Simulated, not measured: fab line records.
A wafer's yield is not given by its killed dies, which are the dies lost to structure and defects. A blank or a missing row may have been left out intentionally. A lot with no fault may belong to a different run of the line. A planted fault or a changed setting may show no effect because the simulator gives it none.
Split-lot trial + flow n5 finfet + route with 1938 steps; 7 lots, 39 wafers read

## THE SPLIT ITSELF
At N5_FIN_SAQP_MANDREL_ETCH_22 (etches a-Si in HBr/Cl2, stops on SiNx, target depth 60 nm, bt time 10 s, time 30 s), the setting target depth a was moved away from the recipe's 600 angstrom on 18 of the 39 wafers read, by -11.9% to +9.4%. The other wafers ran this setting at the recipe's value.

The reading comes from the split's own step.

## THE READING
oes product au, in a.u., at N5_FIN_SAQP_MANDREL_ETCH_22 (etches a-Si in HBr/Cl2, stops on SiNx, target depth 60 nm, bt time 10 s, time 30 s). Typical for fault-free wafers on this fab line: 0.767 a.u., with standard deviation 0.014 a.u.

| wafer  | tool, chamber at the split | target depth a as run, angstrom | against the recipe | oes product au, a.u. | against lot-mates on the recipe |
|--------|----------------------------|---------------------------------|--------------------|----------------------|---------------------------------|
| L074.1 | rie si-06, 3               | 545.6                           | -9.1%              | 0.828                | +0.064                          |
| L074.2 | rie si-06, 1               | 600                             | recipe             | 0.742                | -                               |
| L074.3 | rie si-06, 2               | 600                             | recipe             | 0.765                | -                               |
| L074.4 | rie si-06, 0               | 545.6                           | -9.1%              | 0.797                | +0.033                          |
| L074.5 | rie si-06, 3               | 600                             | recipe             | 0.784                | -                               |
| L074.6 | rie si-06, 2               | 545.6                           | -9.1%              | 0.809                | +0.045                          |
| L086.1 | rie si-04, 3               | 568.2                           | -5.3%              | 0.806                | +0.026                          |
| L086.2 | rie si-04, 0               | 600                             | recipe             | 0.769                | -                               |
| L086.3 | rie si-04, 1               | 600                             | recipe             | 0.778                | -                               |
| L086.4 | rie si-04, 2               | 600                             | recipe             | 0.794                | -                               |
| L086.5 | rie si-04, 2               | 568.2                           | -5.3%              | 0.821                | +0.041                          |
| L086.6 | rie si-04, 3               | 568.2                           | -5.3%              | 0.823                | +0.043                          |
| L087.1 | rie si-06, 3               | 600                             | recipe             | 0.776                | -                               |
| L087.2 | rie si-06, 1               | 600                             | recipe             | 0.749                | -                               |
| L087.3 | rie si-06, 2               | 600                             | recipe             | 0.763                | -                               |
| L089.1 | rie si-03, 0               | 600                             | recipe             | 0.754                | -                               |
| L089.2 | rie si-03, 1               | 558.8                           | -6.9%              | 0.800                | +0.040                          |
| L089.3 | rie si-03, 2               | 558.8                           | -6.9%              | 0.805                | +0.045                          |
| L089.4 | rie si-03, 3               | 600                             | recipe             | 0.772                | -                               |
| L089.5 | rie si-03, 3               | 558.8                           | -6.9%              | 0.811                | +0.051                          |
| L089.6 | rie si-03, 0               | 600                             | recipe             | 0.753                | -                               |
| L093.1 | rie si-06, 3               | 600                             | recipe             | 0.782                | -                               |
| L093.2 | rie si-06, 1               | 600                             | recipe             | 0.752                | -                               |
| L093.3 | rie si-06, 2               | 600                             | recipe             | 0.768                | -                               |
| L093.4 | rie si-06, 0               | 629.5                           | +4.9%              | 0.730                | -0.037                          |
| L093.5 | rie si-06, 1               | 629.5                           | +4.9%              | 0.742                | -0.025                          |
| L093.6 | rie si-06, 2               | 629.5                           | +4.9%              | 0.747                | -0.020                          |
| L096.1 | rie si-06, 1               | 656.5                           | +9.4%              | 0.706                | -0.051                          |
| L096.2 | rie si-06, 3               | 656.5                           | +9.4%              | 0.729                | -0.028                          |
| L096.3 | rie si-06, 0               | 600                             | recipe             | 0.750                | -                               |
| L096.4 | rie si-06, 2               | 656.5                           | +9.4%              | 0.737                | -0.020                          |
| L096.5 | rie si-06, 0               | 600                             | recipe             | 0.754                | -                               |
| L096.6 | rie si-06, 1               | 600                             | recipe             | 0.767                | -                               |
| L097.1 | rie si-06, 0               | 600                             | recipe             | 0.748                | -                               |
| L097.2 | rie si-06, 3               | 528.6                           | -11.9%             | 0.841                | +0.075                          |
| L097.3 | rie si-06, 1               | 600                             | recipe             | 0.767                | -                               |
| L097.4 | rie si-06, 2               | 528.6                           | -11.9%             | 0.840                | +0.074                          |
| L097.5 | rie si-06, 2               | 600                             | recipe             | 0.783                | -                               |
| L097.6 | rie si-06, 3               | 528.6                           | -11.9%             | 0.854                | +0.088                          |

FIT RESULTS
A straight line over all 39 wafers: oes product au changes by -0.00575 a.u. for each +1% of target depth a; r = -0.91; the points scatter about the line by 0.014 a.u.
The same after taking each lot's own level away (the mean of its wafers on the recipe; 39 wafers): -0.00549 a.u. for each +1%; r = -0.92; scatter 0.013 a.u.
According to that fit, moving target depth a by its largest amount changes the reading by 0.065 a.u.
The span of the lots' own levels, 0.7570 to 0.7803 a.u., comes to 1.7 times the standard deviation stated above.
So the lot-to-lot level changes the slope little: the two slopes agree.
Check: with one of the wafers moved furthest among these (-11.9%) left out of the fit, the line predicts +0.0679 a.u. for it against its lot-mates. It came out at +0.075 a.u. against them.
Tool readings at the split's step, against how far the setting was moved: oes product au r = -0.91.

## ADDITIONAL SPLITS CARRIED BY THESE WAFERS
Other splits were also applied to these wafers ahead of the reading. Each is held against what the fit with the lots' levels taken away leaves over:
| other split on the same wafers    | wafers away from the commonest value | r with oes product au (lot level and that fit taken away) |
|-----------------------------------|--------------------------------------|-----------------------------------------------------------|
| N5_WELL_APT_IMPLANT_31 energy kev | 6                                    | -0.01                                                     |

## THE FILE'S OWN FIT
oes product au changes by -0.00565 a.u. for each +1% of target depth a, r = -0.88.
